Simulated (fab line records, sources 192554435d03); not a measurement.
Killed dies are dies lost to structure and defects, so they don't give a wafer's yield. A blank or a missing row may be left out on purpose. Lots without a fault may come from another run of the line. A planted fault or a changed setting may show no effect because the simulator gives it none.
Split-lot experiment | flow n5_finfet | 7 lots, 21 wafers read, on a route of 1938 steps

THE SPLIT
At N5_BEOL_M12_COAT_22 (resist thk 300 nm), the setting spin_rpm was moved away from the recipe's 2888 rpm on 8 of the 21 wafers read, by -9.6% to +7.0%. The other wafers ran this setting at the recipe's value.

The reading is taken at the split's own step.

THE READING
coat_of_BEOL_M12_COAT_22.thk_nm (the simulator's own value, which no gauge read), in nm, at N5_BEOL_M12_COAT_22 (resist thk 300 nm). The file gives no usual value for it. The 13 wafers here that ran the recipe average 300.2 nm, standard deviation 0.89 nm.

wafer  | tool, chamber at the split | spin_rpm as run, rpm | against the recipe | coat_of_BEOL_M12_COAT_22.thk_nm, nm | against lot-mates on the recipe
L075.2 | litho_track-03, 0          | 2678                 | -7.3%              | 311.2                               | +11.9
L075.4 | litho_track-03, 0          | 2888                 | recipe             | 300                                 | -
L075.5 | litho_track-03, 0          | 2888                 | recipe             | 298.6                               | -
L077.1 | litho_track-03, 0          | 2888                 | recipe             | 301.4                               | -
L077.3 | litho_track-03, 0          | 3091                 | +7.0%              | 290.4                               | -10.6
L077.5 | litho_track-03, 0          | 2888                 | recipe             | 300.6                               | -
L080.2 | litho_track-05, 0          | 2888                 | recipe             | 299.8                               | -
L080.5 | litho_track-05, 0          | 2779                 | -3.8%              | 307.4                               | +6.9
L080.6 | litho_track-05, 0          | 2888                 | recipe             | 301.2                               | -
L085.2 | litho_track-05, 0          | 2888                 | recipe             | 300.4                               | -
L085.3 | litho_track-05, 0          | 2888                 | recipe             | 301.4                               | -
L085.4 | litho_track-05, 0          | 2888                 | recipe             | 300.8                               | -
L095.3 | litho_track-05, 0          | 2888                 | recipe             | 299.4                               | -
L095.4 | litho_track-05, 0          | 2611                 | -9.6%              | 313.8                               | +14.4
L095.6 | litho_track-05, 0          | 2611                 | -9.6%              | 314.8                               | +15.4
L097.3 | litho_track-04, 0          | 2630                 | -8.9%              | 314.2                               | +13.4
L097.4 | litho_track-04, 0          | 2888                 | recipe             | 300.8                               | -
L097.5 | litho_track-04, 0          | 2630                 | -8.9%              | 315.4                               | +14.6
L096.1 | litho_track-03, 0          | 2649                 | -8.3%              | 313.2                               | +14.0
L096.3 | litho_track-03, 0          | 2888                 | recipe             | 299.2                               | -
L096.4 | litho_track-03, 0          | 2888                 | recipe             | 299.2                               | -

THE FIT
A straight line over all 21 wafers: coat_of_BEOL_M12_COAT_22.thk_nm changes by -1.53 nm for each +1% of spin_rpm; r = -0.99; the points scatter about the line by 0.93 nm.
The same after taking each lot's own level away (the mean of its wafers on the recipe; 21 wafers): -1.58 nm for each +1%; r = -1.00; scatter 0.57 nm.
On that fit, the largest move of spin_rpm shifts the reading by 15 nm.
The lots' own levels span 299.20 to 301.00 nm, that is 2.0 times the standard deviation above.
So the lot-to-lot level changes the slope little: the two slopes agree.
Check: with one of the wafers moved furthest among these (-9.6%) left out of the fit, the line predicts +15.4 nm for it against its lot-mates. It came out at +14.4 nm against them.

OTHER SPLITS ON THESE WAFERS
These wafers also went through other splits before the reading. Each is held against what the fit with the lots' levels taken away leaves over:
other split on the same wafers | wafers away from the commonest value | r with coat_of_BEOL_M12_COAT_22.thk_nm (lot level and that fit taken away)
N5_BEOL_M11_ETCH_41 time_s     | 6                                    | +0.03

THE FILE'S OWN FIT
coat_of_BEOL_M12_COAT_22.thk_nm changes by -1.6 nm for each +1% of spin_rpm, r = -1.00.
